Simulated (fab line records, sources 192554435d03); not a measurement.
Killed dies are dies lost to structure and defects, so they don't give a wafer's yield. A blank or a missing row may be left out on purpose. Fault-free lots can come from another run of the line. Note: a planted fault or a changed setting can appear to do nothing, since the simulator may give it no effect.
A single fault, viewed from 3 desks || flow n5 finfet || every desk sees just its own numbers, and what lay behind them comes last

== THE METROLOGY DESK ==
Lot by lot, what the gauges showed, no matter which tool ran the lot: averages of those sampled wafers that carry a number. Marked OUT: a lot whose mean sits more than 4 standard deviations from the usual mean, which makes it out of limits; the brackets give that distance. Of its 11 readings 7 are shown: the one that was out of limits first, and those that lie furthest out on some lot.
Columns: A = trench depth nm at N5_BEOL_M3_OCD_MEAS_38, usual 55.0 nm; B = DIBL_N at N5_BEOL_M4_RC_MEAS_101, usual 36.2 mV/V; C = DIBL_P at N5_BEOL_M4_RC_MEAS_101, usual 36.5 mV/V; D = ION_N at N5_BEOL_M4_RC_MEAS_101, usual 675 uA/um; E = ION_P at N5_BEOL_M4_RC_MEAS_101, usual 463 uA/um; F = SS_P at N5_BEOL_M4_RC_MEAS_101, usual 73.4 mV/dec; G = VT_P at N5_BEOL_M4_RC_MEAS_101, usual -250 mV
{"lot": "L259", "first seen here": "day 7 19:12", "A": 55.0, "B": 37.4, "C": 37.8, "D": 674, "E": 459, "F": 74.2, "G": -252}
{"lot": "L260", "first seen here": "day 8 13:54", "A": 55.7, "B": 34.2, "C": 35.2, "D": 664, "E": 456, "F": 72.8, "G": -252}
{"lot": "L263", "first seen here": "day 8 23:49", "A": 54.2, "B": 38.8, "C": 40.2, "D": 695, "E": 478, "F": 74.0, "G": -248}
{"lot": "L269", "first seen here": "day 11 04:11", "A": 59.2, "B": 38.2, "C": 37.6, "D": 687, "E": 466, "F": 73.4, "G": -251}
{"lot": "L270", "first seen here": "day 11 06:29", "A": "60.5 (+5.0) OUT", "B": 36.1, "C": 37.2, "D": 678, "E": 465, "F": 73.5, "G": -253}
{"lot": "L275", "first seen here": "day 12 07:16", "A": 53.8, "B": 34.8, "C": 35.0, "D": 678, "E": 472, "F": 72.7, "G": -244}
{"lot": "L277", "first seen here": "day 12 11:27", "A": 53.9, "B": 37.5, "C": 39.6, "D": 672, "E": 458, "F": 73.6, "G": -251}
{"lot": "L278", "first seen here": "day 13 15:30", "A": 55.0, "B": 38.5, "C": 38.1, "D": 672, "E": 462, "F": 75.0, "G": -250}
{"lot": "L279", "first seen here": "day 13 18:30", "A": 54.2, "B": 34.3, "C": 35.6, "D": 675, "E": 460, "F": 73.3, "G": -251}
This desk's verdict: out of limits on L270, starting with L270 at day 11 06:29 (trench depth nm at N5_BEOL_M3_OCD_MEAS_38). L259, L260, L263, L269, L275, L277, L278, L279 stayed within limits.

== AT THE TOOL OWNER'S DESK: rie diel-05 ==
The tool's own readings at N5_BEOL_M3_TRENCH_ETCH_37 (etches SiOC in C4F6/O2, target depth 55.555 nm, time 29.2 s): means of the sampled wafers that have a number, for each lot that ran on this tool. Marked OUT: a lot whose mean sits more than 4 standard deviations from the usual mean, which makes it out of limits; the brackets give that distance. Of its 8 readings 7 are shown: the one that was out of limits first, and those that lie furthest out on some lot.
Columns: A = drypump motor current A at N5_BEOL_M3_TRENCH_ETCH_37, usual 5.8 A; B = oes_f_703_au at N5_BEOL_M3_TRENCH_ETCH_37, usual 0.72 a.u.; C = oes_o_777_au at N5_BEOL_M3_TRENCH_ETCH_37, usual 0.72 a.u.; D = oes product au at N5_BEOL_M3_TRENCH_ETCH_37, usual 0.71 a.u.; E = rf fwd power W at N5_BEOL_M3_TRENCH_ETCH_37, usual 349.4 W; F = rf vpp V at N5_BEOL_M3_TRENCH_ETCH_37, usual 670 V; G = throttle valve pct at N5_BEOL_M3_TRENCH_ETCH_37, usual 20.97 %
{"lot": "L259", "first seen here": "day 7 19:02", "A": 5.7, "B": 0.72, "C": 0.71, "D": 0.69, "E": 349.2, "F": 683, "G": 21.15}
{"lot": "L260", "first seen here": "day 8 13:45", "A": 5.9, "B": 0.75, "C": 0.74, "D": 0.72, "E": 351.7, "F": 673, "G": 20.87}
{"lot": "L263", "first seen here": "day 8 23:39", "A": 5.5, "B": 0.71, "C": 0.70, "D": 0.68, "E": 347.8, "F": 682, "G": 21.16}
{"lot": "L269", "first seen here": "day 11 04:02", "A": 6.2, "B": 0.92, "C": 0.90, "D": 0.74, "E": "435.0 (+41) OUT", "F": 604, "G": 20.95}
{"lot": "L270", "first seen here": "day 11 06:20", "A": 5.2, "B": "0.93 (+4.3) OUT", "C": 0.90, "D": 0.75, "E": "433.0 (+40) OUT", "F": 603, "G": 21.00}
This desk's verdict: out of limits on L269, L270, starting with L269 at day 11 04:02 (rf fwd power W at N5_BEOL_M3_TRENCH_ETCH_37). L259, L260, L263 stayed within limits.

== THE DEFECT DESK ==
Lot by lot, what the route's inspections counted, given as the mean of those sampled wafers with a number. Marked OUT: a lot whose mean sits more than 4 standard deviations from the usual mean, which makes it out of limits; the brackets give that distance.
Columns: A = raw defect count at N5_BEOL_M3_INSPECT_13, usual 419
{"lot": "L259", "first seen here": "day 7 13:46", "A": 401}
{"lot": "L260", "first seen here": "day 8 00:55", "A": 473}
{"lot": "L263", "first seen here": "day 8 21:41", "A": 388}
{"lot": "L269", "first seen here": "day 10 10:26", "A": 403}
{"lot": "L270", "first seen here": "day 10 21:54", "A": 389}
{"lot": "L275", "first seen here": "day 12 04:34", "A": 318}
{"lot": "L277", "first seen here": "day 12 08:43", "A": 250}
{"lot": "L278", "first seen here": "day 13 11:53", "A": 504}
{"lot": "L279", "first seen here": "day 13 16:19", "A": 486}
This desk found nothing out of limits on any of the 9 lots.

== PUT TOGETHER ==
On L269, L270, at day 11 04:02, an alarm was possible from the tool owner's desk.
At day 11 06:29 the metrology desk could have sounded an alarm, on L270.
The defect desk saw nothing out of limits.
The metrology desk has L269 on record, within its limits.
The defect desk has L269, L270 on record, within its limits.
On rie diel-05, each named lot ran N5_BEOL_M3_TRENCH_ETCH_37.

== WHAT THE SIMULATOR PUT IN ==
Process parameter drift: rie diel-05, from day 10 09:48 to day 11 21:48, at N5_BEOL_M3_TRENCH_ETCH_37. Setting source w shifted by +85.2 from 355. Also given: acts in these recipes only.
Lots struck among those shown: L269, L270.
Fault start to first reading out of limits, in hours, per desk: tool owner, 18; metrology, 21.
